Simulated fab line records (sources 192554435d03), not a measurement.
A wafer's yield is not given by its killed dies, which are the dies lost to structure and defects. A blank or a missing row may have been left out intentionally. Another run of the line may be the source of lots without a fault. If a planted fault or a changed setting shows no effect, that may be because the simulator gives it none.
Comparing a struck lot with a sound one | flow n5_finfet | 16 out of 1938 route steps
Sound: wafers L568.1, L568.3, L568.5. Struck: wafers L567.1, L567.4, L567.6. The cause is given at the end.
At each step with rows: each side's tool, then ch and its chambers, then its first start. Under that, the readings that differ: sound wafers | struck wafers | difference of the means | sigmas: that difference in standard deviations of wafers without a fault.
alike: same words and numbers on both sides, and readings whose means sit less than 2 such deviations apart. not compared: any withheld reading, any reading some wafer has no value for, any bound like >300 that may hide the same value, and any number with overlapping values for which the record gives no deviation.
A row with sigmas, a row that says differs or no value, or rows on one side alone: a step with any of these is where the two part. Numbers that don't overlap but have no deviation are shown without sigmas and don't part them. A reading missing from all wafers of one side parts the sides only when that side holds two or more wafers.

N5_BEOL_M1_SPUTTER_81: material Cu, target thk 4.5 nm, time 8.29 s.
  sound: pvd_sputter-03 at day 10 16:34; struck: pvd_sputter-01 at day 10 16:15
  alike: chamber_pressure_pa, chuck_gas_flow_sccm, throttle_valve_pct
N5_BEOL_M1_ANNEAL_82: time 240 s.
  sound: pvd_sputter-03 at day 10 16:39; struck: pvd_sputter-01 at day 10 16:20
  alike: heater_power_w
then, 1 step without rows for these wafers: N5_BEOL_M1_SPUTTER_86 (material Cu, target thk 4.5 nm, time 8.29 s).
N5_BEOL_M1_ANNEAL_87: time 240 s.
  sound: pvd_sputter-03 at day 10 16:52; struck: pvd_sputter-01 at day 10 16:33
  alike: heater_power_w
then, 4 steps without rows for these wafers: N5_BEOL_M1_SPUTTER_88 (material Cu, target thk 4.5 nm, time 8.29 s); N5_BEOL_M1_ANNEAL_89 (time 240 s); N5_BEOL_M1_SPUTTER_90 (material Cu, target thk 4.5 nm, time 8.29 s); N5_BEOL_M1_ANNEAL_91 (time 240 s).
N5_BEOL_M1_SPUTTER_92: material Cu, target thk 4.5 nm, time 8.29 s.
  sound: pvd_sputter-03 at day 10 17:27; struck: pvd_sputter-01 at day 10 17:08
  alike: chamber_pressure_pa, chuck_gas_flow_sccm, throttle_valve_pct
then, 2 steps without rows for these wafers: N5_BEOL_M1_ANNEAL_93 (time 240 s); N5_BEOL_M1_SPUTTER_94 (material Cu, target thk 4.5 nm, time 8.29 s).
N5_BEOL_M1_ANNEAL_95: time 240 s.
  sound: pvd_sputter-03 at day 10 17:45; struck: pvd_sputter-01 at day 10 17:26
  alike: heater_power_w
N5_BEOL_M1_SPUTTER_96: material Cu, target thk 4.5 nm, time 8.29 s.
  sound: pvd_sputter-03 at day 10 17:53; struck: pvd_sputter-01 at day 10 17:34
  no value came back on the struck wafers for chamber_pressure_pa (Pa), chuck_gas_flow_sccm (sccm), throttle_valve_pct (%); on the sound wafers chamber_pressure_pa (Pa) reads 0.07008 0.07 0.07017
then, 1 step without rows for these wafers: N5_BEOL_M1_ECD_50 (material Cu, target thk 300 nm).
N5_BEOL_M4_RC_MEAS_101:
  sound on prober-01 ch 0, day 12 14:03; struck on prober-01 ch 0, day 12 06:48
  alike: DIBL_N, DIBL_P, IOFF_N, IOFF_P, ION_N, ION_P, SS_N, SS_P, VT_N, VT_P
-- here the record skips 5 days between the struck wafers' starts before and after, leaving off in module BEOL_M4 and picking up in module PASSIVATION (first step shown: number 1936 of the route) --
N5_PASSIVATION_PROBE_49:
  record: rows for the struck wafers here (prober-02, day 16 22:41), none for the sound ones

== WHERE THEY PART ==
At N5_BEOL_M1_SPUTTER_96 first; at N5_PASSIVATION_PROBE_49 last (within this record only).

WHY: what had been put in by the simulator
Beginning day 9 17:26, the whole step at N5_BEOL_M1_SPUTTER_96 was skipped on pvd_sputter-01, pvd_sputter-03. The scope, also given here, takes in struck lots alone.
